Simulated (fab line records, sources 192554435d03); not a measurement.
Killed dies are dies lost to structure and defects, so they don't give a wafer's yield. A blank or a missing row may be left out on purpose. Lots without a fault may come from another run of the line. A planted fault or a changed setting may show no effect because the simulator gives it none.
Problem report in the 8D (eight disciplines) form, filled by code | flow n5_finfet | the parts of the form that need people (team, actions taken, sign-off) are left out

1. THE PROBLEM
exposure_dose_mJ_cm2 at N5_BEOL_M7_EXPOSE_08 reads a mean of 68.68 on 3 wafers of 1 lot; wafers without a fault read 68.23 with a standard deviation of 0.073. That is +6.2 standard deviations from the usual mean.
The step: exposes mask M7.
First seen on wafer L468.3, day 11 20:10, on arfi_scanner-01. The record holds 15 wafers of 5 lots with a number at this step. Rule for "out", or "out of limits": more than 4 standard deviations from the usual mean. The other wafers with a number count as sound.

2. WHAT IT IS AND WHAT IT IS NOT
question                    | is                     | is not
which readings at this step | exposure_dose_mJ_cm2   | -
which lots                  | L468                   | L457, L463, L470, L478
which wafers of those lots  | all that have a number | -
read on which tools         | arfi_scanner-01        | arfi_scanner-02, arfi_scanner-03
when                        | from day 11 20:10      | up to then (6 sound wafers); but 6 sound wafers of L470, L478 came after

3. SUSPECTS, AND WHAT RULES EACH OUT
Counting: a tool at a process step up to the reading stays a suspect if it ran every lot that is out and no sound lot after the first of them.
- pecvd-02 at N5_BEOL_M7_ILD_DEP_00 (deposits SiCOH lowk from DEMS/porogen, target thk 179.75 nm, time 33.4 s): ruled out as a lasting fault. Sound lots L470 ran on it after its first lot that is out, L468 (day 11 18:29).
- uv_cure-01 at N5_BEOL_M7_CURE_74 (cures SiCOH lowk, time 240 s): ruled out as a lasting fault. Sound lots L470, L478 ran on it after its first lot that is out, L468 (day 11 18:43).
- pvd_sputter-02 at N5_BEOL_M7_HM_DEP_02 (deposits TiN, target thk 20 nm): ruled out as a lasting fault. Sound lots L470 ran on it after its first lot that is out, L468 (day 11 19:53).
- arfi_scanner-01 at N5_BEOL_M7_EXPOSE_08 (exposes mask M7): kept. It ran the lot that is out, L468 (day 11 20:10), and no sound lot after that; its last sound lot up to then is L463 (day 10 19:47). Its own readings are out on those wafers: exposure_dose_mJ_cm2.
Left after counting: arfi_scanner-01 at N5_BEOL_M7_EXPOSE_08.

4. THE CAUSE (what the simulator had put in)
Process parameter drift: arfi_scanner-01, from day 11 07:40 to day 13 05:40, at N5_BEOL_M7_EXPOSE_08. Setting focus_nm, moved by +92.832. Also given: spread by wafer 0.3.
Counting left only this tool.

5. THE CHAIN OF EFFECTS, in route order
Each row: a reading whose mean over the struck wafers that have a number lies more than 3 standard deviations from the usual. Only readings for which the record gives a usual standard deviation are gone through. hours: the time from each lot's start at the first step in this table that gives one to its start at this step, as a median over the lots. sigmas: the change in usual standard deviations.
hours | step                 | reading              | usual | on struck wafers | change | sigmas
0     | N5_BEOL_M7_EXPOSE_08 | exposure_dose_mJ_cm2 | 68.23 | 68.68            | +0.45  | +6.2
The process steps in it:
- N5_BEOL_M7_EXPOSE_08: exposes mask M7.
Later measuring or inspecting steps at which every struck wafer that the step has a row for has a number for every such reading, and none has moved that far: N5_BEOL_M7_CD_MEAS_11, N5_BEOL_M7_OVL_MEAS_12, N5_BEOL_M7_INSPECT_13.

6. WHAT WOULD HAVE CAUGHT IT SOONER
In this record the first reading out of limits was taken at day 11 20:10, 13 hours after the fault began at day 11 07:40.
